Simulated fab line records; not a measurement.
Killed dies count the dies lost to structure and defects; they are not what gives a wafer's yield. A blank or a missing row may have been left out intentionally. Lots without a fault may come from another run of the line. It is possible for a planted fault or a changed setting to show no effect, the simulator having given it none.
Which tool did it? / flow n5_finfet / 6 lots with 18 wafers sampled at 3 steps, on a route of 1938 steps

WHAT THE GAUGES READ, wafer by wafer
N5_BEOL_M7_INSPECT_13: inspects for defects (brightfield).
lot=L550; measured=day 10 07:01; on=defect_inspect-02; raw_defect_count=650 583 616
lot=L555; measured=day 10 15:10; on=defect_inspect-01; raw_defect_count=395 337 465
lot=L556; measured=day 11 08:21; on=defect_inspect-02; raw_defect_count=505 463 657
lot=L562; measured=day 12 17:35; on=defect_inspect-02; raw_defect_count=480 547 603
lot=L566; measured=day 13 07:25; on=defect_inspect-01; raw_defect_count=1113 1110 1055
lot=L572; measured=day 15 00:46; on=defect_inspect-01; raw_defect_count=323 284 252

WHAT TOOL EACH LOT RAN ON (gives the tool, then ch and the chambers of the sampled wafers, and finally the start)
lot=L550; N5_BEOL_M6_SURFACE_TREAT_79=pvd_sputter-01, day 9 22:26; N5_BEOL_M7_PECVD_70=pecvd-03 ch 0,1, day 10 00:32
lot=L555; N5_BEOL_M6_SURFACE_TREAT_79=pvd_sputter-03, day 10 10:28; N5_BEOL_M7_PECVD_70=pecvd-03 ch 0,2, day 10 12:35
lot=L556; N5_BEOL_M6_SURFACE_TREAT_79=pvd_sputter-02, day 11 04:19; N5_BEOL_M7_PECVD_70=pecvd-02 ch 0,1,2, day 11 07:14
lot=L562; N5_BEOL_M6_SURFACE_TREAT_79=pvd_sputter-02, day 12 14:29; N5_BEOL_M7_PECVD_70=pecvd-04 ch 0,1,2, day 12 16:52
lot=L566; N5_BEOL_M6_SURFACE_TREAT_79=pvd_sputter-03, day 13 04:32; N5_BEOL_M7_PECVD_70=pecvd-02 ch 0,2, day 13 06:29
lot=L572; N5_BEOL_M6_SURFACE_TREAT_79=pvd_sputter-02, day 14 20:06; N5_BEOL_M7_PECVD_70=pecvd-03 ch 0,1,2, day 14 21:59
- N5_BEOL_M6_SURFACE_TREAT_79
- N5_BEOL_M7_PECVD_70: deposits SiO2 from TEOS/O2, target thk 20 nm, time 22.7 s.

THE ANSWER, worked out from the rows above alone
Rule: the usual values come from the lots themselves. The widest of any qualifying gaps counts: lots, ordered by their means at a reading, are off when they make up no more than a third of the lots, leave a main group of 4 or more, and stand apart from it by 3 or more times the standard deviation of that group's means. The tables above print the reading to a certain number of digits; a main group whose means all agree to those digits is not used. Also off: a lot with no number at a reading for which 4 or more lots have one. The other lots that the step has rows for count as sound.
Off: L566 (N5_BEOL_M7_INSPECT_13, raw_defect_count). The main group: mean 477, standard deviation 1.2e+02.
A tool fits if, at a process step before that reading, it ran every lot that is off, and no sound lot after the first of them. The gauges at N5_BEOL_M7_INSPECT_13 are tried like those tools. Undecided on this evidence; 2 tools fit (pvd_sputter-03 at N5_BEOL_M6_SURFACE_TREAT_79, pecvd-02 at N5_BEOL_M7_PECVD_70).

WHAT WAS PUT IN BY THE SIMULATOR
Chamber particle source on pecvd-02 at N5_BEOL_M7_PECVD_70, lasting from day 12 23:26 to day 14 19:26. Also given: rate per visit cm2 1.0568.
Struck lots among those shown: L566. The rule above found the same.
